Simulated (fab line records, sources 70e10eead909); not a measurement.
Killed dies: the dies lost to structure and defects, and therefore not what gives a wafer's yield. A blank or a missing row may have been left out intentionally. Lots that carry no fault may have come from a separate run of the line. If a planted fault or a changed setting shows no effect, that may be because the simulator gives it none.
Chamber matching    flow nand harc    NHARC_A_CONTACT_ETCH_75 on rie diel-02: 4 sister chambers
The step etches the open film in CF4, target depth 39 nm, time 65 s. 14 wafers are shown with their chamber, then 7 later ones without.

== WAFERS, EACH WITH ITS CHAMBER ==
wafer   chamber  drypump motor current A (A)  showerhead plenum p Torr (Torr)  rf vpp V (V)
L074.1  3        6.2                          1.76                             152.1
L074.2  1        6.0                          1.82                             151.7
L074.3  2        5.9                          1.69                             149.8
L078.2  0        5.1                          1.77                             151.4
L078.5  1        6.0                          1.82                             152.3
L078.6  0        5.0                          1.77                             151.5
L090.1  2        5.9                          1.68                             150.4
L090.4  3        6.2                          1.75                             153.4
L090.6  1        6.0                          1.81                             152.2
L091.1  3        6.2                          1.75                             151.1
L091.2  0        5.0                          1.76                             152.2
L091.3  1        6.0                          1.81                             150.9
L094.2  1        6.0                          1.81                             151.2
L094.4  0        5.1                          1.76                             151.0

SIGNATURES (means of the wafers above)
reading                   chamber 0  chamber 1  chamber 2  chamber 3  scatter within a chamber
drypump motor current A   5.050      6.000      5.900      6.200      0.0316
showerhead plenum p Torr  1.7650     1.8140     1.6850     1.7533     0.0058
rf vpp V                  151.525    151.660    150.100    152.200    0.713
Rule: for each reading, subtract the chamber's mean from the wafer's reading, divide by that reading's scatter and square the result; add these up over the readings and take the root, which gives the wafer's distance from the chamber. If the next closest chamber is less than 2 further off than the closest, the wafer can't be placed; otherwise it belongs to the closest. How the scatter is found: for the shown wafers, subtract from each reading the mean of its chamber, square and add these, divide the total by (wafers less chambers), then take the root.

== WAFERS WITHOUT THEIR CHAMBER ==
wafer   drypump motor current A (A)  showerhead plenum p Torr (Torr)  rf vpp V (V)
L094.5  6.0                          1.81                             152.6
L095.3  6.0                          1.80                             151.2
L095.4  6.1                          1.75                             151.3
L095.5  5.9                          1.68                             149.2
L095.1  5.9                          1.68                             151.4
L095.2  5.0                          1.76                             149.5
L095.6  6.0                          1.81                             152.2

== THE CHAMBER EACH PASSED THROUGH ==
wafer   from the rows above  in truth
L094.5  1                    1
L095.3  1                    1
L095.4  3                    3
L095.5  2                    2
L095.1  2                    2
L095.2  0                    0
L095.6  1                    1
7 of 7 placed correctly. Not placeable from these rows: 0. Number placed wrongly: 0.
